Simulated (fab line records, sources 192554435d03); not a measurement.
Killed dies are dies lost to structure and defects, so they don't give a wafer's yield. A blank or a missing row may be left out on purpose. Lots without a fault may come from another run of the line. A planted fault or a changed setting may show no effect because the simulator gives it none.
Chamber matching | flow n5_finfet | N5_SD_EPI_P_ETCH_47 on rie_diel-02: 4 sister chambers
The step etches SiOCN in CH3F/O2, target depth 25 nm. 16 wafers are shown with their chamber, then 8 later ones without.

WAFERS WITH THEIR CHAMBER
wafer  | chamber | showerhead_plenum_p_Torr (Torr) | throttle_valve_pct (%) | drypump_motor_current_A (A)
L074.4 | 3       | 2.07                            | 16.29                  | 5.6
L074.5 | 1       | 1.98                            | 16.61                  | 6.1
L074.6 | 0       | 1.99                            | 16.38                  | 5.9
L075.1 | 0       | 1.99                            | 16.37                  | 5.9
L075.3 | 3       | 2.07                            | 16.27                  | 5.6
L075.6 | 1       | 1.98                            | 16.60                  | 6.0
L078.1 | 3       | 2.07                            | 16.30                  | 5.5
L078.3 | 0       | 1.99                            | 16.38                  | 5.9
L078.5 | 2       | 1.96                            | 16.62                  | 6.0
L083.3 | 1       | 1.97                            | 16.63                  | 6.1
L083.4 | 0       | 1.99                            | 16.42                  | 5.9
L083.5 | 1       | 1.97                            | 16.64                  | 6.1
L085.2 | 3       | 2.06                            | 16.32                  | 5.6
L085.4 | 1       | 1.97                            | 16.65                  | 6.0
L085.5 | 0       | 1.99                            | 16.42                  | 6.0
L087.1 | 3       | 2.06                            | 16.33                  | 5.5

SIGNATURES (means of the wafers above)
reading                  | chamber 0 | chamber 1 | chamber 2 | chamber 3 | scatter within a chamber
showerhead_plenum_p_Torr | 1.9900    | 1.9740    | 1.9600    | 2.0660    | 0.00447
throttle_valve_pct       | 16.3940   | 16.6260   | 16.6200   | 16.3020   | 0.0229
drypump_motor_current_A  | 5.920     | 6.060     | 6.000     | 5.560     | 0.0516
Rule: a wafer's distance from a chamber is the root of the sum, over the readings, of the square of ((its reading less the chamber's mean) divided by the reading's scatter). The wafer belongs to the nearest chamber; if the next one is less than 2 further off, it can't be placed. The scatter: the root of (the sum of the squares of (reading less its chamber's mean) over the shown wafers, divided by (wafers less chambers)).

WAFERS WITHOUT THEIR CHAMBER
wafer  | showerhead_plenum_p_Torr (Torr) | throttle_valve_pct (%) | drypump_motor_current_A (A)
L087.2 | 1.97                            | 16.64                  | 6.1
L087.3 | 1.99                            | 16.39                  | 5.9
L089.1 | 2.06                            | 16.34                  | 5.6
L089.3 | 1.96                            | 16.16                  | 6.0
L089.6 | 2.06                            | 16.35                  | 5.6
L092.1 | 1.96                            | 16.16                  | 6.0
L092.2 | 2.06                            | 16.35                  | 5.6
L092.3 | 1.98                            | 16.44                  | 5.9

WHICH CHAMBER EACH WENT THROUGH
wafer  | from the rows above     | in truth
L087.2 | can't be placed: 1 or 2 | 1
L087.3 | 0                       | 0
L089.1 | 3                       | 3
L089.3 | 0                       | 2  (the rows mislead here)
L089.6 | 3                       | 3
L092.1 | 0                       | 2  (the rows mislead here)
L092.2 | 3                       | 3
L092.3 | 0                       | 0
Placed correctly: 5 of 8. Can't be placed from these rows: 1 (the true chamber is among the candidates in 1). Placed wrongly: 2.
